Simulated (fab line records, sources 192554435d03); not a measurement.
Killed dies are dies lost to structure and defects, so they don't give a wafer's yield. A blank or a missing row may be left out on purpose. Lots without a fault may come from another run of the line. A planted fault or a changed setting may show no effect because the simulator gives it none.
fab line records | flow n5_finfet | part 2 of 2: steps 15 to 25 of 25
record lots=5 wafers=15 last_day=18
route steps=1938 shown BEOL_M0_CUTY@708 BEOL_M0@715
lots that met no fault: from a run of the same line without faults
start_h: hours from the record's first day to the start of the lot's first wafer shown | wait_h: hours since the lot's step before | " the same as in the row above | L1.1+2: a row that stands for several wafers | - no value, or no start given | * or withheld: withheld | < > ~ a bound
route shown NAME@n: a module of which the file shows steps, and the number in the route of the first | usual: mean/standard deviation of fault-free wafers | same: alike in all rows | chamber/n: place in a boat | sites: the reading at each site | _std_site: their standard deviation | _edge_site: outer sites' mean less inner sites' | radius_mm: how far each site lies from the wafer's centre | mask NAME#n: copy n | behind: the tool/chamber that last shaped the wafer | hold: why the lot was held/for how many hours/how that ended | device: the transistor (n, p or np) that didn't switch | end of line: the same wafers' tests at the end of the route | a step without rows: its recipe alone | killed: dies lost to structure and defects at the first sort, not the wafer's yield | map: a wafer's dies, x killed, . not, _ none there
set.NAME: the setting as run; set.NAME@STEP: as run at that earlier step | model.NAME: the simulator's own value behind a step, which no gauge read
lots at some steps of the route; a table a step, a row a wafer
services: from which hour (start_h, from the record's first day; less than 0 if before it) a tool's chamber was out of use, for how many hours, and why
## steps
# step N5_BEOL_M0_STRIP_142
# recipe chemistry=N2/H2 time_s=10 power_w=450 temp_c=40 pressure_mtorr=20 rf_frequency_hz=6e+07 bias_power_w=7 n2_flow_sccm=200 h2_flow_sccm=200
# usual drypump_motor_current_A=5.8/0.42 oes_product_au=0.83/0.093 rf_vpp_V=59.4/0.93 showerhead_plenum_p_Torr=2.56/0.11 throttle_valve_pct=23.6/0.35
# same time_s=10
# columns lot.wafer tool chamber start_h wait_h drypump_motor_current_A oes_product_au rf_hours_counter_h rf_vpp_V showerhead_plenum_p_Torr throttle_valve_pct
L079.3 rie_diel-05 2 143.68 0.0 5.6 0.87 40 60.3 2.67 23.4
L079.5 " 3 " " 5.5 0.70 - 60.2 2.62 23.6
L079.6 " 0 " " 5.6 0.80 - 59.9 2.36 24.1
L083.3 rie_diel-01 1 171.86 0.0 5.8 0.89 56 58.8 2.49 23.9
L083.4 " 3 " " 6.5 0.89 29 59.1 2.69 23.6
L083.6 " 2 " " 5.1 0.94 - 59.2 2.47 23.0
L084.1 rie_diel-01 2 173.78 0.0 5.1 0.94 13 60.0 2.47 23.0
L084.3 " 0 " " 5.6 0.89 21 58.9 2.49 23.6
L084.6 " 3 " " 6.5 0.89 - 58.7 2.69 23.6
L092.1 rie_diel-01 1 223.16 0.0 5.8 0.87 74 58.4 2.48 23.9
L092.4 " 3 " " 6.4 0.87 47 61.4 2.68 23.6
L092.6 " 3 " " 6.5 0.87 - 60.2 2.68 23.7
L095.2 rie_diel-03 3 244.40 0.0 6.4 0.70 212 61.1 2.49 23.1
L095.5 " 1 " " 5.5 0.84 - 59.2 2.70 24.0
L095.6 " 0 " " 5.6 0.92 - 60.3 2.70 23.5
# step N5_BEOL_M0_OCD_MEAS_108
# usual trench_depth_nm=33.1/0.65
# columns lot.wafer tool chamber start_h wait_h trench_depth_nm
L079.3 ocd-02 - 143.76 0.1 32.6
L079.5 " - " " 33.5
L079.6 " - " " 32.1
L083.3 ocd-02 - 171.94 0.1 33.7
L083.4 " - " " 33.5
L083.6 " - " " 33.5
L084.1 ocd-02 - 173.86 0.1 34.0
L084.3 " - " " 33.2
L084.6 " - " " 33.8
L092.1 ocd-01 - 223.24 0.1 33.9
L092.4 " - " " 33.4
L092.6 " - " " 33.9
L095.2 ocd-01 - 244.48 0.1 33.1
L095.5 " - " " 32.8
L095.6 " - " " 33.5
# step N5_BEOL_M0_HM_STRIP_129
# recipe chemistry=peroxide_tin_strip material=TiN target_depth_a=170 temp_c=50 time_s=108
# same time_s=108
# columns lot.wafer tool chamber start_h wait_h
L079.3+5+6 wet_bench-02 0,6,7 143.80 0.0
L083.3+4+6 wet_bench-02 2,1,3 171.97 0.0
L084.1+3+6 wet_bench-02 3,4,1 173.89 0.0
L092.1+4+6 wet_bench-01 3,6,7 223.27 0.0
L095.2+5+6 wet_bench-02 4,0,7 244.51 0.0
# step N5_BEOL_M0_SRD_130
# recipe time_s=30 temp_c=23 rinse_liquid=diw dry=ipa_marangoni
# same time_s=30
# columns lot.wafer tool chamber start_h wait_h
L079.3+5+6 wet_bench-02 0,6,7 143.83 0.0
L083.3+4+6 wet_bench-02 2,1,3 172.00 0.0
L084.1+3+6 wet_bench-02 3,4,1 173.93 0.0
L092.1+4+6 wet_bench-01 3,6,7 223.31 0.0
L095.2+5+6 wet_bench-02 4,0,7 244.54 0.0
# step N5_BEOL_M0_ETCH_109
# recipe chemistry=CH3F/O2 target_depth_a=80 overetch_a=24 target=SiCN time_s=27.4 ion_energy_ev=120 pressure_mtorr=30 source_w=395 bias_w=75 Ar_flow_sccm=150 CH3F_flow_sccm=30 O2_flow_sccm=20
# usual drypump_motor_current_A=5.7/0.4 oes_product_au=0.70/0.081 rf_vpp_V=297.7/2 showerhead_plenum_p_Torr=2.01/0.092 throttle_valve_pct=16.29/0.23
# same time_s=27.4
# columns lot.wafer tool chamber start_h wait_h drypump_motor_current_A oes_product_au rf_hours_counter_h rf_vpp_V showerhead_plenum_p_Torr throttle_valve_pct
L079.3 rie_diel-03 3 143.87 0.0 6.5 0.62 172 297.4 1.99 16.13
L079.5 " 1 " " 5.5 0.75 - 299.2 2.13 16.26
L079.6 " 2 " " 5.7 0.60 - 294.8 1.90 16.61
L083.3 rie_diel-05 2 172.07 0.1 5.7 0.73 50 300.1 2.11 16.11
L083.4 " 0 " " 5.6 0.66 114 294.0 1.85 16.60
L083.6 " 0 " " 5.5 0.67 - 295.2 1.85 16.61
L084.1 rie_diel-03 2 174.31 0.4 5.7 0.58 230 294.5 1.89 16.60
L084.3 " 3 " " 6.5 0.61 187 296.2 1.98 16.17
L084.6 " 2 " " 5.6 0.60 - 297.3 1.89 16.61
L092.1 rie_diel-01 3 223.35 0.0 6.5 0.74 47 299.3 2.14 16.56
L092.4 " 1 " " 5.8 0.72 74 295.0 1.95 16.16
L092.6 " 1 " " 5.8 0.74 - 297.6 1.95 16.16
L095.2 rie_diel-01 0 244.59 0.0 5.7 0.73 45 297.8 1.95 16.28
L095.5 " 2 " " 5.1 0.77 - 295.6 1.94 15.98
L095.6 " 1 " " 5.8 0.72 - 295.5 1.95 16.17
# step N5_BEOL_M0_STRIP_139
# recipe chemistry=post_etch_residue_remover time_s=60 temp_c=25 remover_ph=withheld remover_water_wt_pct=withheld remover_fluoride_wt_pct=withheld
# same time_s=60
# columns lot.wafer tool chamber start_h wait_h
L079.3+5+6 wet_bench-02 0,2,7 143.98 0.1
L083.3+4+6 wet_bench-01 7,6,3 172.17 0.1
L084.1+3+6 wet_bench-02 1,5,0 174.42 0.1
L092.1+4+6 wet_bench-01 0,6,2 223.45 0.1
L095.2+5+6 wet_bench-01 3,5,2 244.69 0.1
# step N5_BEOL_M0_SRD_111
# recipe time_s=30 temp_c=23 rinse_liquid=diw dry=ipa_marangoni
# same time_s=30
# columns lot.wafer tool chamber start_h wait_h
L079.3+5+6 wet_bench-02 0,2,7 144.00 0.0
L083.3+4+6 wet_bench-01 7,6,3 172.19 0.0
L084.1+3+6 wet_bench-02 1,5,0 174.44 0.0
L092.1+4+6 wet_bench-01 0,6,2 223.47 0.0
L095.2+5+6 wet_bench-01 3,5,2 244.71 0.0
# step N5_BEOL_M0_DEGAS_112
# recipe ambient=vacuum temp_c=250 time_s=60
# usual heater_power_w=321/37
# same time_s=60
# columns lot.wafer tool chamber start_h wait_h heater_power_w
L079.3 pvd_sputter-02 - 145.84 1.8 341
L079.5 " - " " 297
L079.6 " - " " 319
L083.3 pvd_sputter-03 - 172.61 0.4 299
L083.4 " - " " 336
L083.6 " - " " 335
L084.1 pvd_sputter-01 - 174.48 0.0 356
L084.3 " - " " 271
L084.6 " - " " 306
L092.1 pvd_sputter-01 - 224.70 1.2 301
L092.4 " - " " 380
L092.6 " - " " 391
L095.2 pvd_sputter-03 - 245.14 0.4 341
L095.5 " - " " 310
L095.6 " - " " 323
# step N5_BEOL_M0_PRE_CLEAN_113
# recipe gas=H2/He time_s=30 temp_c=250
# usual heater_power_w=320/37
# same time_s=30
# columns lot.wafer tool chamber start_h wait_h heater_power_w
L079.3 pvd_sputter-02 - 145.88 0.0 349
L079.5 " - " " 309
L079.6 " - " " 315
L083.3 pvd_sputter-03 - 172.65 0.0 298
L083.4 " - " " 343
L083.6 " - " " 331
L084.1 pvd_sputter-01 - 174.52 0.0 364
L084.3 " - " " 265
L084.6 " - " " 307
L092.1 pvd_sputter-01 - 224.74 0.0 305
L092.4 " - " " 383
L092.6 " - " " 386
L095.2 pvd_sputter-03 - 245.18 0.0 337
L095.5 " - " " 306
L095.6 " - " " 314
# step N5_BEOL_M0_ALD_136
# recipe material=TaN target_thk_a=* temp_c=275 ald_precursor_family=PDMAT ald_co_reactant=NH3 pressure_torr=3 carrier_flow_sccm=1500 pulse_time_s=2 purge_time_s=3 co_reactant_purge_time_s=2 co_reactant_pulse_time_s=3 ald_cycles=30 precursor_vessel_temp_c=75 precursor_vessel_pressure_torr=26.25 precursor_vessel_carrier_sccm=1000
# usual heater_power_w=411/47
# same co_reactant_pulse_time_s=3 co_reactant_purge_time_s=2
# columns lot.wafer tool chamber start_h wait_h heater_power_w
L079.3 ald_metal-01 1 145.94 0.0 453
L079.5 " 2 " " 472
L079.6 " 3 " " 393
L083.3 ald_metal-02 0 172.90 0.2 336
L083.4 " 1 " " 387
L083.6 " 0 " " 346
L084.1 ald_metal-02 3 174.60 0.1 358
L084.3 " 1 " " 388
L084.6 " 1 " " 387
L092.1 ald_metal-02 2 224.80 0.0 352
L092.4 " 3 " " 357
L092.6 " 1 " " 372
L095.2 ald_metal-04 2 245.47 0.3 421
L095.5 " 0 " " 422
L095.6 " 1 " " 463
# step N5_BEOL_M0_SURFACE_TREAT_137
# recipe gas=Ar time_s=* ion_energy_ev=* ion_current_ma_cm2=0.5 pressure_mtorr=* ar_flow_sccm=30
# usual throttle_valve_pct=*
# same time_s=*
# columns lot.wafer tool chamber start_h wait_h throttle_valve_pct
L079.3 pvd_sputter-02 - 146.20 0.2 *
L079.5 " - " " *
L079.6 " - " " *
L083.3 pvd_sputter-01 - 173.36 0.4 *
L083.4 " - " " *
L083.6 " - " " *
L084.1 pvd_sputter-02 - 176.15 1.4 *
L084.3 " - " " *
L084.6 " - " " *
L092.1 pvd_sputter-03 - 225.04 0.1 *
L092.4 " - " " *
L092.6 " - " " *
L095.2 pvd_sputter-02 - 245.72 0.1 *
L095.5 " - " " *
L095.6 " - " " *
## services
# columns tool chamber start_h hours kind
rie_diel-01 2 121.01 - clean
rie_diel-01 2 121.01 - consumable_replace:focus_ring
rie_diel-01 2 121.01 16.8 scheduled_down
rie_diel-01 2 121.01 16.8 vent_cycle
ald_metal-02 - 122.85 0.7 repair
rie_diel-03 0 138.30 - clean
rie_diel-03 0 138.30 - consumable_replace:focus_ring
rie_diel-03 0 138.30 - consumable_replace:showerhead
rie_diel-03 0 138.30 41.9 scheduled_down
rie_diel-03 0 138.30 41.9 vent_cycle
ald_metal-02 - 143.93 2.1 repair
wet_bench-02 - 155.61 0.8 repair
rie_diel-03 2 165.53 5.8 repair
ald_metal-01 0 166.99 8.8 repair
ald_metal-01 - 177.04 14.6 pm
wet_bench-03 - 183.99 1.6 repair
rie_diel-05 0 191.10 10.4 repair
rie_diel-01 2 193.46 18.9 repair
rie_metal-03 - 194.96 0.5 repair
rie_diel-03 2 206.92 7.6 repair
ald_metal-02 - 208.01 14.6 pm
wet_bench-02 - 214.08 2.7 repair
rie_diel-03 2 243.45 - clean
rie_metal-01 - 245.07 1.4 pm
